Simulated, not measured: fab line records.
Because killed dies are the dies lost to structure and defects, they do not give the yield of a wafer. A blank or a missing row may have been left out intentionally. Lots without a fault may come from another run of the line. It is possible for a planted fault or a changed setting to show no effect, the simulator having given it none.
Lot-split experiment / flow n5Finfet / 39 wafers read across 7 lots, on a route 1938 steps long

THE SPLIT ITSELF
At N5_HKMG_FIN_DEVELOP_11 (develop time 30 s), the setting developTimeS was moved away from the recipe's 30 s on 18 of the 39 wafers read, by -59.5% to +58.1%. All remaining wafers had this setting at the recipe value.

There is no step in the file separating the split from the reading.

THE READING
At N5_HKMG_FIN_CD_MEAS_12: cdNm in nanometres, against a target cd of 92.8 nm. A value of 93.3 nm with a standard deviation of 0.61 nm is what fault-free wafers of this fab line usually give.

wafer=L082.1; tool, chamber at the split=lithoTrack-04, 0; developTimeS as run, s=12.14; against the recipe=-59.5%; cdNm, nm=89.3; against lot-mates on the recipe=-4.9
wafer=L082.2; tool, chamber at the split=lithoTrack-04, 0; developTimeS as run, s=30; against the recipe=recipe; cdNm, nm=94.2; against lot-mates on the recipe=-
wafer=L082.3; tool, chamber at the split=lithoTrack-04, 0; developTimeS as run, s=30; against the recipe=recipe; cdNm, nm=93.9; against lot-mates on the recipe=-
wafer=L082.4; tool, chamber at the split=lithoTrack-04, 0; developTimeS as run, s=12.14; against the recipe=-59.5%; cdNm, nm=89.6; against lot-mates on the recipe=-4.6
wafer=L082.5; tool, chamber at the split=lithoTrack-04, 0; developTimeS as run, s=12.14; against the recipe=-59.5%; cdNm, nm=89.3; against lot-mates on the recipe=-4.9
wafer=L082.6; tool, chamber at the split=lithoTrack-04, 0; developTimeS as run, s=30; against the recipe=recipe; cdNm, nm=94.4; against lot-mates on the recipe=-
wafer=L083.1; tool, chamber at the split=lithoTrack-04, 0; developTimeS as run, s=47.44; against the recipe=+58.1%; cdNm, nm=95.7; against lot-mates on the recipe=+1.7
wafer=L083.2; tool, chamber at the split=lithoTrack-04, 0; developTimeS as run, s=47.44; against the recipe=+58.1%; cdNm, nm=95.8; against lot-mates on the recipe=+1.8
wafer=L083.3; tool, chamber at the split=lithoTrack-04, 0; developTimeS as run, s=30; against the recipe=recipe; cdNm, nm=94.1; against lot-mates on the recipe=-
wafer=L083.4; tool, chamber at the split=lithoTrack-04, 0; developTimeS as run, s=47.44; against the recipe=+58.1%; cdNm, nm=95.2; against lot-mates on the recipe=+1.2
wafer=L083.5; tool, chamber at the split=lithoTrack-04, 0; developTimeS as run, s=30; against the recipe=recipe; cdNm, nm=94.1; against lot-mates on the recipe=-
wafer=L083.6; tool, chamber at the split=lithoTrack-04, 0; developTimeS as run, s=30; against the recipe=recipe; cdNm, nm=93.7; against lot-mates on the recipe=-
wafer=L087.1; tool, chamber at the split=lithoTrack-02, 0; developTimeS as run, s=30; against the recipe=recipe; cdNm, nm=93.5; against lot-mates on the recipe=-
wafer=L087.2; tool, chamber at the split=lithoTrack-02, 0; developTimeS as run, s=24.54; against the recipe=-18.2%; cdNm, nm=92.2; against lot-mates on the recipe=-1.0
wafer=L087.3; tool, chamber at the split=lithoTrack-02, 0; developTimeS as run, s=30; against the recipe=recipe; cdNm, nm=92.8; against lot-mates on the recipe=-
wafer=L087.4; tool, chamber at the split=lithoTrack-02, 0; developTimeS as run, s=24.54; against the recipe=-18.2%; cdNm, nm=92.7; against lot-mates on the recipe=-0.5
wafer=L087.5; tool, chamber at the split=lithoTrack-02, 0; developTimeS as run, s=24.54; against the recipe=-18.2%; cdNm, nm=92.1; against lot-mates on the recipe=-1.1
wafer=L087.6; tool, chamber at the split=lithoTrack-02, 0; developTimeS as run, s=30; against the recipe=recipe; cdNm, nm=93.4; against lot-mates on the recipe=-
wafer=L088.1; tool, chamber at the split=lithoTrack-02, 0; developTimeS as run, s=21.12; against the recipe=-29.6%; cdNm, nm=91.7; against lot-mates on the recipe=-1.2
wafer=L088.2; tool, chamber at the split=lithoTrack-02, 0; developTimeS as run, s=30; against the recipe=recipe; cdNm, nm=92.7; against lot-mates on the recipe=-
wafer=L088.3; tool, chamber at the split=lithoTrack-02, 0; developTimeS as run, s=30; against the recipe=recipe; cdNm, nm=92.8; against lot-mates on the recipe=-
wafer=L088.4; tool, chamber at the split=lithoTrack-02, 0; developTimeS as run, s=30; against the recipe=recipe; cdNm, nm=93.1; against lot-mates on the recipe=-
wafer=L088.5; tool, chamber at the split=lithoTrack-02, 0; developTimeS as run, s=21.12; against the recipe=-29.6%; cdNm, nm=90.9; against lot-mates on the recipe=-2.0
wafer=L088.6; tool, chamber at the split=lithoTrack-02, 0; developTimeS as run, s=21.12; against the recipe=-29.6%; cdNm, nm=90.9; against lot-mates on the recipe=-2.0
wafer=L091.1; tool, chamber at the split=lithoTrack-05, 0; developTimeS as run, s=19.59; against the recipe=-34.7%; cdNm, nm=91.1; against lot-mates on the recipe=-2.2
wafer=L091.2; tool, chamber at the split=lithoTrack-05, 0; developTimeS as run, s=19.59; against the recipe=-34.7%; cdNm, nm=92.1; against lot-mates on the recipe=-1.2
wafer=L091.3; tool, chamber at the split=lithoTrack-05, 0; developTimeS as run, s=30; against the recipe=recipe; cdNm, nm=94.0; against lot-mates on the recipe=-
wafer=L091.4; tool, chamber at the split=lithoTrack-05, 0; developTimeS as run, s=19.59; against the recipe=-34.7%; cdNm, nm=91.9; against lot-mates on the recipe=-1.4
wafer=L091.5; tool, chamber at the split=lithoTrack-05, 0; developTimeS as run, s=30; against the recipe=recipe; cdNm, nm=93.1; against lot-mates on the recipe=-
wafer=L091.6; tool, chamber at the split=lithoTrack-05, 0; developTimeS as run, s=30; against the recipe=recipe; cdNm, nm=92.9; against lot-mates on the recipe=-
wafer=L092.1; tool, chamber at the split=lithoTrack-04, 0; developTimeS as run, s=30; against the recipe=recipe; cdNm, nm=93.5; against lot-mates on the recipe=-
wafer=L092.5; tool, chamber at the split=lithoTrack-04, 0; developTimeS as run, s=30; against the recipe=recipe; cdNm, nm=93.1; against lot-mates on the recipe=-
wafer=L092.6; tool, chamber at the split=lithoTrack-04, 0; developTimeS as run, s=30; against the recipe=recipe; cdNm, nm=92.7; against lot-mates on the recipe=-
wafer=L095.1; tool, chamber at the split=lithoTrack-05, 0; developTimeS as run, s=30; against the recipe=recipe; cdNm, nm=93.0; against lot-mates on the recipe=-
wafer=L095.2; tool, chamber at the split=lithoTrack-05, 0; developTimeS as run, s=44.19; against the recipe=+47.3%; cdNm, nm=95.5; against lot-mates on the recipe=+2.0
wafer=L095.3; tool, chamber at the split=lithoTrack-05, 0; developTimeS as run, s=44.19; against the recipe=+47.3%; cdNm, nm=95.8; against lot-mates on the recipe=+2.3
wafer=L095.4; tool, chamber at the split=lithoTrack-05, 0; developTimeS as run, s=30; against the recipe=recipe; cdNm, nm=93.4; against lot-mates on the recipe=-
wafer=L095.5; tool, chamber at the split=lithoTrack-05, 0; developTimeS as run, s=44.19; against the recipe=+47.3%; cdNm, nm=95.6; against lot-mates on the recipe=+2.1
wafer=L095.6; tool, chamber at the split=lithoTrack-05, 0; developTimeS as run, s=30; against the recipe=recipe; cdNm, nm=94.1; against lot-mates on the recipe=-

FIT RESULTS
A straight line over all 39 wafers: cdNm changes by +0.0525 nm for each +1% of developTimeS; r = +0.94; the points scatter about the line by 0.59 nm.
The same after taking each lot's own level away (the mean of its wafers on the recipe; 39 wafers): +0.0511 nm for each +1%; r = +0.92; scatter 0.66 nm.
That fit puts the effect of the largest move of developTimeS on the reading at 3 nm.
The span of the lots' own levels, 92.87 to 94.17 nm, comes to 2.1 times the standard deviation stated above.
The two slopes agree, so the slope changes little with the lot-to-lot level.
Check: -3.09 nm against its lot-mates is what the line predicts for one of the wafers moved furthest among these (-59.5%) when that wafer is left out of the fit. Against them it came out at -4.87 nm.

THE FILE'S OWN FIT
cdNm changes by +0.0517 nm for each +1% of developTimeS, r = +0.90.
